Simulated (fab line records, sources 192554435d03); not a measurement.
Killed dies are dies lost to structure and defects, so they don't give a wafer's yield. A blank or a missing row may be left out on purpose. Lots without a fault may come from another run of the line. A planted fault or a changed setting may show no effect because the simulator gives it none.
Chamber matching | flow n5_finfet | N5_BEOL_M11_CMP_52 on cmp-01: 4 sister chambers
The step polishes, stops on SiCOH lowk, t overpolish 7 s, target thk 140 nm. 8 wafers are shown with their chamber, then 11 later ones without.

WAFERS WITH THEIR CHAMBER
wafer  | chamber | motor_current_A (A) | time_to_endpoint_s (s)
L085.1 | 2       | 6.1                 | 63.1
L086.4 | 2       | 6.6                 | 62.6
L086.5 | 1       | 6.7                 | 65.3
L086.6 | 0       | 6.6                 | 62.4
L088.2 | 1       | 7.0                 | 66.4
L088.3 | 3       | 5.3                 | 62.7
L088.5 | 0       | 6.5                 | 64.1
L090.2 | 3       | 5.0                 | 61.2

WAFERS WITHOUT THEIR CHAMBER
wafer  | motor_current_A (A) | time_to_endpoint_s (s)
L090.3 | 5.9                 | 64.2
L090.4 | 6.7                 | 67.9
L092.2 | 6.2                 | 64.5
L092.5 | 6.9                 | 66.4
L092.6 | 6.5                 | 61.0
L097.1 | 6.4                 | 62.4
L097.3 | 6.4                 | 63.2
L097.6 | 6.6                 | 61.1
L096.4 | 5.1                 | 63.0
L096.5 | 5.0                 | 63.0
L096.6 | 6.8                 | 64.8

WHICH CHAMBER EACH WENT THROUGH
wafer  | from the rows above          | in truth
L090.3 | can't be placed: 2 or 0 or 3 | 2
L090.4 | 1                            | 1
L092.2 | can't be placed: 2 or 0 or 1 | 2
L092.5 | 1                            | 1
L092.6 | can't be placed: 2 or 0      | 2
L097.1 | can't be placed: 2 or 0      | 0
L097.3 | can't be placed: 2 or 0      | 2
L097.6 | can't be placed: 2 or 0      | 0
L096.4 | 3                            | 3
L096.5 | 3                            | 3
L096.6 | can't be placed: 1 or 0 or 2 | 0
Placed correctly: 4 of 11. Can't be placed from these rows: 7 (the true chamber is among the candidates in 7). Placed wrongly: 0.
How it was worked out, from the rows above alone: a wafer's distance from a chamber is the root of the sum, over the readings, of the square of ((its reading less the chamber's mean) divided by the reading's scatter). The wafer belongs to the nearest chamber; if the next one is less than 2 further off, it can't be placed. A chamber's mean is the mean of its shown wafers. The scatter: the root of (the sum of the squares of (reading less its chamber's mean) over the shown wafers, divided by (wafers less chambers)).
